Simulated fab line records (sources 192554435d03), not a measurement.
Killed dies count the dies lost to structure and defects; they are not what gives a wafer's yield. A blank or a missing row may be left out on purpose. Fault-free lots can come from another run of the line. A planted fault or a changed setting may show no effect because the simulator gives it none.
Split-lot study -- flow n5 finfet -- route with 1938 steps; 7 lots, 21 wafers read

## ABOUT THE SPLIT
At N5_BEOL_M1_PECVD_72 (deposits SiO2 from TEOS/O2, target thk 16 nm, time 18 s), the setting time s was moved away from the recipe's 18 s on 11 of the 21 wafers read, by -6.7% to +9.6%. All remaining wafers had this setting at the recipe value.

Reading taken at the split's own step.

## THE READING
SiO2_of_BEOL_M1_PECVD_72.thk nm (the simulator's own value, which no gauge read), in nm, at N5_BEOL_M1_PECVD_72 (deposits SiO2 from TEOS/O2, target thk 16 nm, time 18 s). The file does not state a usual value for it. Across the 10 wafers here that went through the recipe, the average is 16.1 nm and the standard deviation 0.24 nm.

wafer,"tool, chamber at the split","time s as run, s",against the recipe,"SiO2_of_BEOL_M1_PECVD_72.thk nm, nm",against lot-mates on the recipe
L076.1,"pecvd-01, 0",19.35,+7.5%,17.2,+0.8
L076.4,"pecvd-01, 0",18,recipe,16.4,-
L076.6,"pecvd-01, 0",19.35,+7.5%,17.6,+1.2
L074.3,"pecvd-03, 1",18,recipe,16.2,-
L074.4,"pecvd-03, 2,1",19.73,+9.6%,17.6,+1.4
L074.5,"pecvd-03, 2,1",19.73,+9.6%,17.6,+1.4
L082.1,"pecvd-02, 1",18,recipe,15.8,-
L082.3,"pecvd-02, 0",18,recipe,16,-
L082.6,"pecvd-02, 2",18.87,+4.8%,17,+1.1
L088.2,"pecvd-03, 2,0",19.6,+8.9%,17.2,no lot-mate on the recipe
L088.6,"pecvd-03, 2,0",19.6,+8.9%,17.2,no lot-mate on the recipe
L088.4,"pecvd-03, 1",19.6,+8.9%,17.4,no lot-mate on the recipe
L089.1,"pecvd-03, 2,0",18,recipe,16,-
L089.2,"pecvd-03, 2,0",18,recipe,16,-
L089.6,"pecvd-03, 0",18,recipe,16.4,-
L091.2,"pecvd-03, 1",18,recipe,15.8,-
L091.4,"pecvd-03, 1",18.68,+3.8%,16.8,+0.7
L091.6,"pecvd-03, 0",18,recipe,16.4,-
L094.1,"pecvd-03, 0",18,recipe,15.8,-
L094.2,"pecvd-03, 1",16.79,-6.7%,14.6,-1.2
L094.6,"pecvd-03, 0",16.79,-6.7%,15,-0.8
Rows listing several chambers each stand for several wafers; the file does not say which wafer went through which chamber.

FIT RESULTS
A straight line over all 21 wafers: SiO2_of_BEOL_M1_PECVD_72.thk nm changes by +0.162 nm for each +1% of time s; r = +0.96; the points scatter about the line by 0.24 nm.
The same after taking each lot's own level away (the mean of its wafers on the recipe; 18 wafers): +0.148 nm for each +1%; r = +0.96; scatter 0.2 nm.
The reading moves by 1.4 nm for the largest change in time s, on that fit.
From 15.80 to 16.40 nm: that is the span of the lots' own levels, equal to 2.5 times the standard deviation above.
The two slopes agree, so the slope changes little with the lot-to-lot level.
Check: +1.45 nm against its lot-mates is what the line predicts for one of the wafers moved furthest among these (+9.6%) when that wafer is left out of the fit. It came out at +1.4 nm against them.

## OTHER SPLITS APPLIED TO THESE WAFERS
These wafers also went through other splits before the reading. Each is held against what the fit with the lots' levels taken away leaves over:
other split on the same wafers,wafers away from the commonest value,r with SiO2_of_BEOL_M1_PECVD_72.thk nm (lot level and that fit taken away)
N5_HKMG_FIN_ETCH_54 bias w,4,+0.38
N5_MOL_CONTACT_COAG_ALD_27 time s,7,+0.11
N5_MOL_CONTACT_COAG_VIA_ETCH_117 bias w,10,+0.15
N5_BEOL_M0_SAQP_CUT_ETCH_46 source w,7,+0.02
N5_BEOL_M1_ILD_DEP_00 time s,8,-0.12

## THE FILE'S OWN FIT
SiO2_of_BEOL_M1_PECVD_72.thk nm changes by +0.154 nm for each +1% of time s, r = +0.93.
